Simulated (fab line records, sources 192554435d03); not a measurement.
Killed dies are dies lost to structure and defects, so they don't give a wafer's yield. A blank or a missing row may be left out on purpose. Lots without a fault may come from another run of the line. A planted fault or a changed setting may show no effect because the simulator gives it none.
Which tool did it? | flow n5_finfet | 24 lots, 72 wafers sampled, at 3 steps of a route of 1938

WHAT THE GAUGES READ, wafer by wafer
N5_BEOL_M7_CD_MEAS_18: pitch 80 nm, target cd 40 nm. Usual: cd_nm 39.8 nm, standard deviation 0.47.
lot  | measured     | on        | cd_nm (nm)     | flag
L075 | day 9 00:11  | cd_sem-02 | 39.3 39.6 39.3 |
L074 | day 9 01:22  | cd_sem-01 | 40.1 39.9 40.2 |
L077 | day 9 03:05  | cd_sem-01 | 40.2 40.8 39.9 |
L076 | day 9 03:19  | cd_sem-02 | 40.6 39.6 39.7 |
L078 | day 9 18:55  | cd_sem-03 | 39.3 39.6 39.4 |
L080 | day 9 23:11  | cd_sem-01 | 40.3 40.0 40.5 |
L079 | day 10 00:55 | cd_sem-03 | 40.0 40.5 40.5 |
L081 | day 10 04:01 | cd_sem-03 | 39.7 40.7 39.4 |
L082 | day 10 09:34 | cd_sem-01 | 39.6 39.2 40.0 |
L083 | day 11 08:41 | cd_sem-02 | 39.5 40.0 40.3 |
L084 | day 11 12:14 | cd_sem-02 | 39.7 39.6 40.2 |
L086 | day 11 12:23 | cd_sem-01 | 38.9 38.9 39.8 |
L085 | day 11 15:44 | cd_sem-02 | 39.9 40.0 39.2 |
L087 | day 11 23:58 | cd_sem-03 | 40.1 40.6 40.2 |
L089 | day 12 12:34 | cd_sem-02 | 40.7 40.2 40.2 |
L088 | day 12 12:44 | cd_sem-02 | 39.8 40.8 40.2 |
L090 | day 12 15:47 | cd_sem-02 | 40.3 40.0 40.5 |
L091 | day 12 15:57 | cd_sem-03 | 39.7 39.8 39.6 |
L093 | day 13 09:47 | cd_sem-02 | 39.4 39.1 40.3 |
L092 | day 13 18:14 | cd_sem-03 | 39.4 39.3 40.0 |
L094 | day 13 22:51 | cd_sem-03 | 38.8 39.0 39.1 |
L095 | day 14 16:17 | cd_sem-03 | 39.5 39.9 39.7 |
L096 | day 15 04:45 | cd_sem-02 | 40.8 40.1 40.7 |
L097 | day 15 05:45 | cd_sem-01 | 39.7 39.5 40.0 |

N5_BEOL_M7_RS_MEAS_57: measures by four-point-probe. Usual: M7_RS 0.291 ohm/sq, standard deviation 0.0076.
lot  | measured     | on            | M7_RS (ohm/sq)    | flag
L075 | day 9 03:20  | film_metro-02 | 0.293 0.289 0.283 |
L074 | day 9 06:44  | film_metro-02 | 0.310 0.305 0.317 |
L077 | day 9 08:16  | film_metro-02 | 0.298 0.279 0.278 |
L076 | day 9 08:22  | film_metro-02 | 0.293 0.293 0.302 |
L078 | day 9 22:50  | film_metro-01 | 0.299 0.294 0.293 |
L080 | day 10 04:07 | film_metro-02 | 0.280 0.300 0.283 |
L079 | day 10 04:37 | film_metro-01 | 0.302 0.287 0.281 |
L081 | day 10 07:20 | film_metro-02 | 0.292 0.291 0.298 |
L082 | day 10 13:33 | film_metro-02 | 0.289 0.275 0.288 |
L083 | day 11 12:46 | film_metro-02 | 0.299 0.283 0.286 |
L084 | day 11 19:01 | film_metro-02 | 0.290 0.304 0.282 |
L086 | day 11 18:17 | film_metro-02 | 0.290 0.290 0.288 |
L085 | day 11 20:34 | film_metro-01 | 0.284 0.294 0.288 |
L087 | day 12 06:04 | film_metro-02 | 0.285 0.296 0.292 |
L089 | day 12 19:02 | film_metro-01 | 0.297 0.291 0.302 |
L088 | day 12 17:43 | film_metro-01 | 0.295 0.289 0.279 |
L090 | day 12 20:15 | film_metro-01 | 0.286 0.289 0.289 |
L091 | day 12 19:48 | film_metro-02 | 0.299 0.304 0.297 |
L093 | day 13 14:32 | film_metro-02 | 0.293 0.288 0.308 |
L092 | day 13 21:52 | film_metro-02 | 0.279 0.292 0.291 |
L094 | day 14 04:10 | film_metro-02 | 0.284 0.298 0.287 |
L095 | day 14 21:47 | film_metro-01 | 0.297 0.290 0.281 |
L096 | day 15 09:16 | film_metro-02 | 0.291 0.297 0.292 |
L097 | day 15 10:46 | film_metro-02 | 0.298 0.289 0.282 |

WHICH TOOL RAN EACH LOT (tool, then ch and the chambers of the sampled wafers, then the start)
lot  | N5_BEOL_M7_VIA_ETCH_34
L075 | rie_diel-04 ch 0,1,3, day 9 01:02
L074 | rie_diel-05 ch 0,2, day 9 02:10
L077 | rie_diel-04 ch 0,2,3, day 9 05:19
L076 | rie_diel-05 ch 0,2,3, day 9 05:22
L078 | rie_diel-05 ch 0,3, day 9 19:31
L080 | rie_diel-04 ch 0,1,2, day 10 00:28
L079 | rie_diel-04 ch 0,1, day 10 01:49
L081 | rie_diel-04 ch 1,3, day 10 04:37
L082 | rie_diel-04 ch 1,2, day 10 10:11
L083 | rie_diel-05 ch 0,1,3, day 11 10:09
L084 | rie_diel-05 ch 0,1,3, day 11 14:44
L086 | rie_diel-06 ch 1,2,3, day 11 14:26
L085 | rie_diel-06 ch 0,2, day 11 18:09
L087 | rie_diel-06 ch 0,1, day 12 00:44
L089 | rie_diel-06 ch 2,3, day 12 14:16
L088 | rie_diel-04 ch 1,2,3, day 12 14:14
L090 | rie_diel-04 ch 0,1,2, day 12 17:01
L091 | rie_diel-06 ch 1,2,3, day 12 16:55
L093 | rie_diel-05 ch 0,2,3, day 13 10:35
L092 | rie_diel-06 ch 0,2,3, day 13 18:58
L094 | rie_diel-05 ch 0,1,3, day 14 01:17
L095 | rie_diel-06 ch 0,1,2, day 14 18:34
L096 | rie_diel-05 ch 2,3, day 15 05:23
L097 | rie_diel-04 ch 2,3, day 15 07:56
- N5_BEOL_M7_VIA_ETCH_34: etches SiCOH lowk in C4F6/O2, target depth 125.5 nm, time 50.5 s.

WHAT THE TOOLS THEMSELVES READ (means of the sampled wafers that have a number; where no wafer has one, the mark that the record gives instead)
N5_BEOL_M7_VIA_ETCH_34. Usual: drypump_motor_current_A 5.7 A, standard deviation 0.4; oes_o_777_au 0.78 a.u., standard deviation 0.09; oes_product_au 0.78 a.u., standard deviation 0.091; rf_vpp_V 667 V, standard deviation 7.9; showerhead_plenum_p_Torr 2.83 Torr, standard deviation 0.087; throttle_valve_pct 20.94 %, standard deviation 0.25.
lot  | tool        | drypump_motor_current_A (A) | oes_o_777_au (a.u.) | oes_product_au (a.u.) | rf_vpp_V (V) | showerhead_plenum_p_Torr (Torr) | throttle_valve_pct (%) | flag
L075 | rie_diel-04 | 5.5                         | 0.75                | 0.76                  | 667          | 2.85                            | 21.07                  |
L074 | rie_diel-05 | 5.7                         | 0.75                | 0.76                  | 666          | 2.92                            | 21.16                  |
L077 | rie_diel-04 | 5.8                         | 0.85                | 0.85                  | 661          | 2.80                            | 21.04                  |
L076 | rie_diel-05 | 5.6                         | 0.79                | 0.80                  | 663          | 2.86                            | 20.90                  |
L078 | rie_diel-05 | 5.8                         | 0.79                | 0.79                  | 663          | 2.81                            | 20.82                  |
L080 | rie_diel-04 | 6.0                         | 0.81                | 0.81                  | 668          | 2.82                            | 20.99                  |
L079 | rie_diel-04 | 5.7                         | 0.77                | 0.78                  | 672          | 2.82                            | 20.98                  |
L081 | rie_diel-04 | 5.4                         | 0.72                | 0.73                  | 663          | 2.88                            | 21.19                  |
L082 | rie_diel-04 | 6.1                         | 0.76                | 0.76                  | 670          | 2.88                            | 21.05                  |
L083 | rie_diel-05 | 5.7                         | 0.74                | 0.73                  | 667          | 2.79                            | 20.98                  |
L084 | rie_diel-05 | 5.7                         | 0.74                | 0.73                  | 667          | 2.79                            | 20.99                  |
L086 | rie_diel-06 | 5.6                         | 0.71                | 0.71                  | 671          | 2.87                            | 20.94                  |
L085 | rie_diel-06 | 5.8                         | 0.87                | 0.87                  | 674          | 2.92                            | 20.65                  |
L087 | rie_diel-06 | 5.8                         | 0.79                | 0.80                  | 663          | 2.78                            | 20.89                  |
L089 | rie_diel-06 | 5.4                         | 0.72                | 0.72                  | 677          | 2.94                            | 20.85                  |
L088 | rie_diel-04 | 5.8                         | 0.86                | 0.86                  | 663          | 2.84                            | 20.99                  |
L090 | rie_diel-04 | 6.0                         | 0.87                | 0.88                  | 667          | 2.81                            | 20.90                  |
L091 | rie_diel-06 | 5.6                         | 0.71                | 0.71                  | 670          | 2.86                            | 20.96                  |
L093 | rie_diel-05 | 5.6                         | 0.77                | 0.77                  | 663          | 2.84                            | 20.94                  |
L092 | rie_diel-06 | 5.6                         | 0.77                | 0.77                  | 675          | 2.92                            | 20.77                  |
L094 | rie_diel-05 | 5.7                         | 0.72                | 0.72                  | 665          | 2.78                            | 21.02                  |
L095 | rie_diel-06 | 5.8                         | 0.76                | 0.76                  | 670          | 2.84                            | 20.89                  |
L096 | rie_diel-05 | 5.3                         | 0.79                | 0.80                  | 660          | 2.82                            | 20.78                  |
L097 | rie_diel-04 | 6.0                         | 0.83                | 0.82                  | 656          | 2.79                            | 21.12                  |

THE ANSWER, worked out from the rows above alone
Rule: a lot is off if the mean of its wafers that have a number lies more than 3 standard deviations from the usual mean. A lot without any number at a reading at which 4 lots or more have one is off too. The other lots that the step has rows for count as sound. The gauges are gone through in route order, then the tools' own readings, and for those a lot's mean is taken as printed above. The first step at which some lot is off is used, and at that step the reading that is off furthest; a lot without a number counts as furthest.
No lot is off at any reading shown: from this, nothing can be told.

WHAT THE SIMULATOR HAD PUT IN
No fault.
